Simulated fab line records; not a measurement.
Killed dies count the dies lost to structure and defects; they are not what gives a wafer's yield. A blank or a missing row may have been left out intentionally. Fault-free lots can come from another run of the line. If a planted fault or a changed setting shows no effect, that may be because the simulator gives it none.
Split-lot study ; flow n5Finfet ; route with 1938 steps; 7 lots, 21 wafers read

ON THE SPLIT
At N5_BEOL_M0_SAQP_PECVD_03 (deposits SiCN from 3MS/NH3, target thk 12 nm, time 21.1 s), the setting timeS was moved away from the recipe's 21.1 s on 9 of the 21 wafers read, by -15.0% to +13.5%. For the rest of the wafers, this setting stayed at what the recipe calls for.

FROM THE SPLIT TO THE READING: what the file shows between them, 13 steps
- N5_BEOL_M0_SAQP_PECVD_04: deposits a-Si from SiH4/He, target thk 60 nm, time 60.2 s (also split here: timeS)
- N5_BEOL_M0_SAQP_THK_MEAS_05
- N5_BEOL_M0_SAQP_HM_DEP_111: deposits SiO2 from SiH4/N2O, target thk 12 nm, time 7.2 s
- N5_BEOL_M0_SAQP_COAT_81: time 60 s, resist thk 100 nm
- N5_BEOL_M0_SAQP_ETCH_84: etches SOC in N2/H2, target depth 100 nm, overetch 20 nm, time 150 s
- N5_BEOL_M0_SAQP_STRIP_80: strips in N2/H2
- N5_BEOL_M0_SAQP_HM_OPEN_112: chemistry CHF3/O2, target SiO2, stops on a-Si, target depth 12 nm, time 13.5 s
- N5_BEOL_M0_SAQP_STRIP_113: strips in CHF3/O2
- N5_BEOL_M0_SAQP_MANDREL_ETCH_20: etches a-Si in HBr/Cl2, stops on SiNx, target depth 60 nm, bt time 10 s, time 30 s
- N5_BEOL_M0_SAQP_STRIP_86: strips in N2/H2
- N5_BEOL_M0_SAQP_STRIP_115: strips in post etch residue remover, time 60 s
- N5_BEOL_M0_SAQP_ETCH_101: etches SiNx in CH3F/O2, target depth 29.9 nm, time 42.7 s
- N5_BEOL_M0_SAQP_ETCH_102: etches SiO2 in CF4, target depth 4 nm, time 4.4 s

THE READING
SiCN_of_BEOL_M0_SAQP_PECVD_03.thkNm (the simulator's own value, which no gauge read), in nm, at N5_BEOL_M0_SAQP_MANDREL_ETCH_103 (etches a-Si in HBr/Cl2, stops on SiCN, target depth 45 nm, bt time 10 s, time 27 s). The file gives no usual value for it. Across the 12 wafers here that went through the recipe, the average is 9.0 nm and the standard deviation 0.18 nm.

wafer;tool, chamber at the split;timeS as run, s;against the recipe;SiCN_of_BEOL_M0_SAQP_PECVD_03.thkNm, nm;against lot-mates on the recipe
L074.3;pecvd-04, 0;21.1;recipe;9.2;-
L074.4;pecvd-04, 2,1;19.31;-8.5%;8.4;-0.8
L074.6;pecvd-04, 2,1;19.31;-8.5%;8.4;-0.8
L077.1;pecvd-03, 1;18.73;-11.2%;7.6;-1.6
L077.4;pecvd-03, 1,0;21.1;recipe;9.2;-
L077.5;pecvd-03, 1,0;21.1;recipe;9.2;-
L080.1;pecvd-01, 2;21.1;recipe;8.6;-
L080.4;pecvd-01, 2;23.38;+10.8%;10.2;+1.5
L080.5;pecvd-01, 0;21.1;recipe;8.8;-
L081.1;pecvd-04, 2;21.1;recipe;8.8;-
L081.2;pecvd-04, 1;21.1;recipe;8.8;-
L081.3;pecvd-04, 0;17.94;-15.0%;7.2;-1.6
L085.1;pecvd-01, 1;23.94;+13.5%;10.4;+1.4
L085.4;pecvd-01, 2;23.94;+13.5%;10.8;+1.8
L085.6;pecvd-01, 0;21.1;recipe;9;-
L093.2;pecvd-04, 0,0,2;21.1;recipe;9;-
L093.4;pecvd-04, 0,0,2;21.1;recipe;9;-
L093.5;pecvd-04, 0,0,2;21.1;recipe;9;-
L097.1;pecvd-04, 0;23.1;+9.5%;10.2;+1.2
L097.2;pecvd-04, 2;21.1;recipe;9;-
L097.6;pecvd-04, 0;23.1;+9.5%;10.4;+1.4
Rows listing several chambers each stand for several wafers; the file does not say which wafer went through which chamber.

FIT RESULTS
A straight line over all 21 wafers: SiCN_of_BEOL_M0_SAQP_PECVD_03.thkNm changes by +0.115 nm for each +1% of timeS; r = +0.97; the points scatter about the line by 0.21 nm.
The same after taking each lot's own level away (the mean of its wafers on the recipe; 21 wafers): +0.12 nm for each +1%; r = +0.99; scatter 0.14 nm.
That fit puts the effect of the largest move of timeS on the reading at 1.8 nm.
The span of the lots' own levels, 8.70 to 9.20 nm, comes to 2.8 times the standard deviation stated above.
The two slopes are in agreement: the lot-to-lot level therefore moves the slope only a little.
Check: for one of the wafers moved furthest among these (-15.0%), held out of the fit, the line's prediction against its lot-mates is -1.82 nm. It came out at -1.6 nm against them.

ADDITIONAL SPLITS CARRIED BY THESE WAFERS
Before the reading, these wafers also passed through other splits. Each is held against what the fit with the lots' levels taken away leaves over:
other split on the same wafers;wafers away from the commonest value;r with SiCN_of_BEOL_M0_SAQP_PECVD_03.thkNm (lot level and that fit taken away)
N5_GATE_CUT_EXPOSE_10 doseMj;7;-0.20
N5_GATE_CUT_DESCUM_18 timeS;6;-0.02
N5_MOL_CONTACT_COAG_SPUTTER_143 targetThkA;8;+0.24
N5_MOL_CONTACT_COAG_CVD_140 targetThkA;8;-0.36
N5_BEOL_M0_SAQP_PECVD_04 timeS;7;+0.52

THE WHOLE CHAIN: every reading that the file lists as answering this split, in the file's order
step;what it does;reading;change (the file's fit);r (the file's)
N5_BEOL_M0_SAQP_PECVD_03;deposits SiCN from 3MS/NH3, target thk 12 nm, time 21.1 s;SiCN_of_BEOL_M0_SAQP_PECVD_03.thkNm (the simulator's own value, which no gauge read);+0.114 nm for each +1% of the setting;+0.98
N5_BEOL_M0_SAQP_MANDREL_ETCH_103;etches a-Si in HBr/Cl2, stops on SiCN, target depth 45 nm, bt time 10 s, time 27 s;SiCN_of_BEOL_M0_SAQP_PECVD_03.thkNm (the simulator's own value, which no gauge read);+0.122 nm for each +1% of the setting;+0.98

THE FILE'S OWN FIT
SiCN_of_BEOL_M0_SAQP_PECVD_03.thkNm changes by +0.122 nm for each +1% of timeS, r = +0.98.
